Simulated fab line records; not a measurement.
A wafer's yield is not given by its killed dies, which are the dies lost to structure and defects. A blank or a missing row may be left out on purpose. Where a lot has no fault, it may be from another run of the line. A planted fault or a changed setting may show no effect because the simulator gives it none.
Struck lot and sound lot, side by side | flow n5Finfet | 14 steps out of a route of 1938
Sound: these wafers, L880.2, L880.4, L880.5. Wafers L897.1, L897.3, L897.4 were the ones struck. The cause comes at the end.
For every step that has rows: the tool of each side, followed by ch and its chambers, followed by its first start. Under that, the readings that differ: sound wafers | struck wafers | difference of the means | sigmas: that difference in standard deviations of wafers without a fault.
alike: same words and numbers on both sides, and readings whose means sit less than 2 such deviations apart. not compared: any withheld reading, any reading some wafer has no value for, any bound like >300 that may hide the same value, and any number with overlapping values for which the record gives no deviation.
A row with sigmas, a row that says differs or no value, or rows on one side alone: a step with any of these is where the two part. Non-overlapping numbers with no deviation appear without sigmas and do not part them. A reading missing from all wafers of one side parts the sides only when that side holds two or more wafers.

N5_BEOL_M11_THK_MEAS_53: measures by xrf.
  sound on filmMetro-02 at day 10 10:40; struck on filmMetro-01 at day 14 12:04
  alike: M11_THK
then, 1 step without rows for these wafers: N5_BEOL_M11_PRE_CLEAN_55 (time 15 s).
N5_BEOL_M11_DEP_56: deposits SiCN from 3MS/NH3, target thk 30 nm, time 10.5 s.
  sound on pecvd-01 ch 1,2, day 10 10:44; struck on pecvd-02 ch 0,2, day 14 12:08
  alike: showerheadPlenumPTorr, throttleValvePct
N5_BEOL_M11_RS_MEAS_57: the measuring method here is four-point-probe.
  sound on filmMetro-02 at day 10 10:47; struck on filmMetro-02 at day 14 12:12
  alike: M11_RS
N5_BEOL_M11_INSPECT_58: inspects for defects (darkfield).
  sound on defectInspect-01 at day 10 10:49; struck on defectInspect-01 at day 14 12:13
  alike: rawDefectCount
N5_BEOL_M12_ILD_DEP_00: deposits SiOC from DEMS/O2, target thk 658.92 nm, time 130.7 s.
  sound on pecvd-02 ch 1,2, day 10 10:52; struck on pecvd-02 ch 0,1, day 14 12:16
  alike: heaterPowerW, showerheadPlenumPTorr, susceptorTempC, throttleValvePct
N5_BEOL_M12_THK_MEAS_01:
  sound on filmMetro-02 at day 10 10:59; struck on filmMetro-02 at day 14 12:23
  alike: M12_ILD_THK
then, 5 steps without rows for these wafers: N5_BEOL_M12_COAT_58 (time 60 s, resist thk 89 nm); N5_BEOL_M12_COAT_04 (resist thk 400 nm); N5_BEOL_M12_EBR_06; N5_BEOL_M12_SOFTBAKE_05 (time 60 s); N5_BEOL_M12_EXPOSE_07 (exposes mask V11).
N5_BEOL_M12_PEB_08: peb time 90 s.
  sound on lithoTrack-03 ch 0, day 10 11:18; struck on lithoTrack-03, day 14 12:43
  no value came back on the struck wafers for chillPlateTempC (C), exhaustPa (Pa); on the sound wafers chillPlateTempC (C) reads 22.90 22.99 22.98
then, 1 step without rows for these wafers: N5_BEOL_M12_DEVELOP_09 (develop time 45 s).

## WHERE THEY PART
Only at N5_BEOL_M12_PEB_08, as far as this record shows.

WHY: the cause the simulator had injected
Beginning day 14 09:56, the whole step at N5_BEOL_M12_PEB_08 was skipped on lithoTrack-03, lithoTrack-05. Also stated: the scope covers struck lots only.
